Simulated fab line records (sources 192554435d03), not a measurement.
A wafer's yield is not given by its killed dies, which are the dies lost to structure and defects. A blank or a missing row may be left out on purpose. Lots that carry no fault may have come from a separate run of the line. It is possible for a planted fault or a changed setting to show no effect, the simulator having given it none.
2 desks looking at one fault    flow n5-finfet    only its own numbers are on each desk; what lay behind them is given at the end

## FROM THE METROLOGY DESK
What the gauges read for every lot (on any tool): the sampled wafers with a number, averaged. The brackets show how far a lot's mean lies from the usual mean; more than 4 standard deviations puts the lot out of limits, marked OUT. Shown here are 7 of its 10 readings, the ones lying furthest out on some lot.
Columns: A = DIBL_N at N5_BEOL_M4_RC_MEAS_101, usual 36.3 mV/V; B = DIBL_P at N5_BEOL_M4_RC_MEAS_101, usual 36.2 mV/V; C = IOFF_N at N5_BEOL_M4_RC_MEAS_101, usual 0.157 nA/um; D = IOFF_P at N5_BEOL_M4_RC_MEAS_101, usual 0.206 nA/um; E = ION_N at N5_BEOL_M4_RC_MEAS_101, usual 673 uA/um; F = SS_N at N5_BEOL_M4_RC_MEAS_101, usual 71.5 mV/dec; G = VT_P at N5_BEOL_M4_RC_MEAS_101, usual -250.6 mV
lot   first seen here  A     B     C      D      E    F     G
L873  day 8 05:33      35.8  35.3  0.145  0.190  674  70.7  -251.6
L877  day 9 07:38      35.7  36.6  0.153  0.205  665  71.6  -251.2
L878  day 9 09:32      38.4  37.4  0.178  0.222  680  71.8  -249.2
L879  day 9 13:46      36.5  37.5  0.191  0.251  675  72.0  -247.4
L884  day 10 21:08     37.2  37.8  0.165  0.212  675  72.0  -252.1
L885  day 11 07:20     35.5  35.4  0.157  0.206  671  71.3  -250.3
L891  day 12 17:07     36.3  34.9  0.133  0.166  664  71.4  -255.3
L893  day 13 01:10     36.0  34.6  0.143  0.208  675  71.2  -247.3
L895  day 13 18:34     37.0  39.3  0.193  0.216  690  71.8  -248.7
Finding of this desk: none of the 9 lots has anything out of limits.

## AT THE TOOL OWNER'S DESK: litho-track-03
The tool's own readings at N5_FIN_CUT_COAT_18 (time 60 s, resist thk 230 nm): means of the sampled wafers that have a number, for each lot that ran on this tool. The brackets show how far a lot's mean lies from the usual mean; more than 4 standard deviations puts the lot out of limits, marked OUT.
Columns: A = heater-power-total-W at N5_FIN_CUT_COAT_18, usual 500.8 W; B = plate-temp-C at N5_FIN_CUT_COAT_18, usual 250.00 C; C = spin-speed-rpm at N5_FIN_CUT_COAT_18, usual 1500.2 rpm
lot   first seen here  A      B       C
L873  day 2 08:17      500.3  249.82  1501.4
L877  day 3 10:04      500.3  249.85  1499.9
L878  day 3 13:56      501.0  249.93  1500.2
L884  day 5 05:26      501.6  249.67  1819.0 (+99 or more) OUT
L885  day 5 10:10      501.6  249.76  1819.4 (+99 or more) OUT
This desk finds L884, L885 out of limits, L884 being first, at day 5 05:26 (spin-speed-rpm at N5_FIN_CUT_COAT_18). Within limits: L873, L877, L878.

## TAKEN TOGETHER
On L884, L885, at day 5 05:26, an alarm was possible from the tool owner's desk.
The metrology desk saw nothing out of limits.
The metrology desk holds a record of L884, L885, inside its limits.
N5_FIN_CUT_COAT_18 was run on litho-track-03 by each of the lots named.

## WHAT HAD BEEN PUT IN BY THE SIMULATOR
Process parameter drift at N5_FIN_CUT_COAT_18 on litho-track-03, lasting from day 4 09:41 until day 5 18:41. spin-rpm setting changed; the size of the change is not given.
Lots struck among those shown: L884, L885.
Delay in hours, fault start to first out-of-limits reading, by desk: the tool owner's desk at 20.
